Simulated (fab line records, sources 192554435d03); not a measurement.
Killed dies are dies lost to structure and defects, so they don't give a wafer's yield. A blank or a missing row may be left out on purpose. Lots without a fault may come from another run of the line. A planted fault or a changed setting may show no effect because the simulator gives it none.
Split-lot experiment | flow n5_finfet | 7 lots, 39 wafers read, on a route of 1938 steps

THE SPLIT
At N5_BEOL_M15_ETCH_61 (etches BARC in N2/H2, target depth 89 nm, overetch 26.7 nm, time 67.9 s), the setting time_s was moved away from the recipe's 67.9 s on 15 of the 39 wafers read, by -59.1% to +56.6%. The other wafers ran this setting at the recipe's value.

The file shows no step between the split and the reading.

THE READING
BEOL_M15.cd_nm (the simulator's own value, which no gauge read), in nm, at N5_BEOL_M15_TRENCH_ETCH_34 (etches SiO2 in C4F8/O2/Ar, target depth 872.93 nm, time 199 s). The file gives no usual value for it. The 24 wafers here that ran the recipe average 398.5 nm, standard deviation 2.8 nm.

wafer  | tool, chamber at the split | time_s as run, s | against the recipe | BEOL_M15.cd_nm, nm | against lot-mates on the recipe
L075.1 | rie_diel-06, 2             | 67.9             | recipe             | 396.4              | -
L075.2 | rie_diel-06, 0             | 67.9             | recipe             | 397.8              | -
L075.3 | rie_diel-06, 1             | 47.13            | -30.6%             | 393.4              | -4.7
L075.4 | rie_diel-06, 3             | 67.9             | recipe             | 400                | -
L075.5 | rie_diel-06, 2             | 47.13            | -30.6%             | 388.6              | -9.5
L075.6 | rie_diel-06, 3             | 47.13            | -30.6%             | 391.6              | -6.5
L078.1 | rie_diel-05, 2             | 99.36            | +46.3%             | 405.4              | +5.8
L078.2 | rie_diel-05, 1             | 99.36            | +46.3%             | 404.6              | +5.0
L078.3 | rie_diel-05, 0             | 67.9             | recipe             | 398                | -
L078.4 | rie_diel-05, 3             | 67.9             | recipe             | 398.6              | -
L078.5 | rie_diel-05, 2             | 67.9             | recipe             | 402.2              | -
L078.6 | rie_diel-05, 1             | 99.36            | +46.3%             | 405.6              | +6.0
L079.1 | rie_diel-02, 0             | 67.9             | recipe             | 401.2              | -
L079.2 | rie_diel-02, 3             | 67.9             | recipe             | 399.4              | -
L079.3 | rie_diel-02, 1             | 67.9             | recipe             | 401.8              | -
L079.5 | rie_diel-02, 1             | 67.9             | recipe             | 401.8              | -
L079.4 | rie_diel-02, 3             | 67.9             | recipe             | 401.4              | -
L079.6 | rie_diel-02, 0             | 67.9             | recipe             | 403.4              | -
L087.1 | rie_diel-02, 0             | 106.3            | +56.6%             | 406.2              | +8.7
L087.2 | rie_diel-02, 1             | 106.3            | +56.6%             | 408.6              | +11.1
L087.3 | rie_diel-02, 3             | 67.9             | recipe             | 394.4              | -
L087.4 | rie_diel-02, 2             | 67.9             | recipe             | 397.8              | -
L087.5 | rie_diel-02, 1             | 67.9             | recipe             | 400.2              | -
L087.6 | rie_diel-02, 2             | 106.3            | +56.6%             | 406                | +8.5
L088.2 | rie_diel-06, 3             | 67.9             | recipe             | 393.8              | -
L088.3 | rie_diel-06, 1             | 67.9             | recipe             | 395.2              | -
L088.4 | rie_diel-06, 2             | 67.9             | recipe             | 397.4              | -
L092.1 | rie_diel-02, 0             | 67.9             | recipe             | 395                | -
L092.2 | rie_diel-02, 3             | 67.9             | recipe             | 399.8              | -
L092.3 | rie_diel-02, 2             | 47.84            | -29.5%             | 393.8              | -4.5
L092.4 | rie_diel-02, 1             | 67.9             | recipe             | 400                | -
L092.5 | rie_diel-02, 1             | 47.84            | -29.5%             | 391.6              | -6.7
L092.6 | rie_diel-02, 2             | 47.84            | -29.5%             | 389.6              | -8.7
L093.1 | rie_diel-02, 3             | 67.9             | recipe             | 396.6              | -
L093.2 | rie_diel-02, 0             | 67.9             | recipe             | 399.4              | -
L093.3 | rie_diel-02, 1             | 27.74            | -59.1%             | 391.2              | -5.3
L093.4 | rie_diel-02, 2             | 67.9             | recipe             | 393.4              | -
L093.5 | rie_diel-02, 3             | 27.74            | -59.1%             | 386.6              | -9.9
L093.6 | rie_diel-02, 2             | 27.74            | -59.1%             | 389.6              | -6.9

THE FIT
A straight line over all 39 wafers: BEOL_M15.cd_nm changes by +0.165 nm for each +1% of time_s; r = +0.88; the points scatter about the line by 2.6 nm.
The same after taking each lot's own level away (the mean of its wafers on the recipe; 39 wafers): +0.153 nm for each +1%; r = +0.91; scatter 2.1 nm.
On that fit, the largest move of time_s shifts the reading by 9 nm.
The lots' own levels span 395.47 to 401.50 nm, that is 2.2 times the standard deviation above.
So the lot-to-lot level changes the slope little: the two slopes agree.
Check: with one of the wafers moved furthest among these (-59.1%) left out of the fit, the line predicts -9.9 nm for it against its lot-mates. It came out at -5.27 nm against them.

OTHER SPLITS ON THESE WAFERS
These wafers also went through other splits before the reading. Each is held against what the fit with the lots' levels taken away leaves over:
other split on the same wafers      | wafers away from the commonest value | r with BEOL_M15.cd_nm (lot level and that fit taken away)
N5_BEOL_M13_ILD_DEP_00 target_thk_a | 15                                   | -0.04

THE WHOLE CHAIN: every reading that the file lists as answering this split, in the file's order
step                       | what it does                                                            | reading                                                                          | change (the file's fit)               | r (the file's)
N5_BEOL_M15_ETCH_61        | etches BARC in N2/H2, target depth 89 nm, overetch 26.7 nm, time 67.9 s | coat_of_BEOL_M15_COAT_22.thk_nm (the simulator's own value, which no gauge read) | -0.667 nm for each +1% of the setting | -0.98
N5_BEOL_M15_TRENCH_ETCH_34 | etches SiO2 in C4F8/O2/Ar, target depth 872.93 nm, time 199 s           | BEOL_M15.cd_nm (the simulator's own value, which no gauge read)                  | +0.153 nm for each +1% of the setting | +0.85

THE FILE'S OWN FIT
BEOL_M15.cd_nm changes by +0.153 nm for each +1% of time_s, r = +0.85.
